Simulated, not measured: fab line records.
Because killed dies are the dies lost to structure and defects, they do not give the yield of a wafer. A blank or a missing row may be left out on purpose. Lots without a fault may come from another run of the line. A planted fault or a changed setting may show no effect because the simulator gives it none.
What tool caused it?	flow n5 finfet	12 lots, 36 wafers sampled, at 2 steps of a route of 1938

WHAT THE GAUGES SHOWED, per wafer
N5_BEOL_M2_CD_MEAS_35: target cd 18 nm, target cd y 22.2 nm.
lot	measured	on	cd nm (nm)
L074	day 7 11:11	cd sem-03	17.7 18.0 18.5
L078	day 7 14:30	cd sem-01	17.6 17.7 18.3
L080	day 8 10:07	cd sem-02	17.9 17.6 17.7
L081	day 9 04:42	cd sem-01	17.9 17.4 17.8
L083	day 9 21:57	cd sem-01	18.0 17.7 18.2
L085	day 11 19:03	cd sem-03	18.0 17.7 17.6
L086	day 11 22:57	cd sem-01	18.2 18.0 18.0
L090	day 12 05:19	cd sem-01	18.2 17.8 18.1
L092	day 12 13:18	cd sem-03	18.1 18.2 18.5
L093	day 12 17:02	cd sem-02	17.7 17.9 17.6
L095	day 12 20:25	cd sem-02	17.6 17.7 18.6
L097	day 13 03:26	cd sem-02	17.9 17.8 17.8

WHICH TOOL RAN EACH LOT (tool, then ch and the chambers of the sampled wafers, then the start)
lot	N5_BEOL_M2_ETCH_77
L074	rie diel-05 ch 0,1,2, day 7 08:35
L078	rie diel-05 ch 0,1,2, day 7 12:34
L080	rie diel-01 ch 1,2,3, day 8 04:46
L081	rie diel-01 ch 0,1,2, day 9 02:58
L083	rie diel-03 ch 1,2, day 9 10:31
L085	rie diel-05 ch 1,2,3, day 10 06:26
L086	rie diel-03 ch 1,2, day 10 18:45
L090	rie diel-03 ch 0,1, day 10 22:04
L092	rie diel-05 ch 0,1,3, day 11 05:10
L093	rie diel-03 ch 2,3, day 11 11:40
L095	rie diel-01 ch 1,2,3, day 11 21:11
L097	rie diel-01 ch 0,1,3, day 12 18:55
- N5_BEOL_M2_ETCH_77: etches underlayer in N2/H2, target depth 6.5 nm, time 5.2 s.

THE ANSWER, worked out from the rows above alone
Rule: the lots themselves supply what counts as usual. The widest of any qualifying gaps counts: lots, ordered by their means at a reading, are off when they make up no more than a third of the lots, leave a main group of 4 or more, and stand apart from it by 3 or more times the standard deviation of that group's means. Not used: any main group whose means are identical at the precision the tables above print for the reading. A lot without any number at a reading at which 4 lots or more have one is off too. Any other lot the step has rows for is counted as sound.
No lot is off at any reading shown: from this, nothing can be told.

WHAT WAS PUT IN BY THE SIMULATOR
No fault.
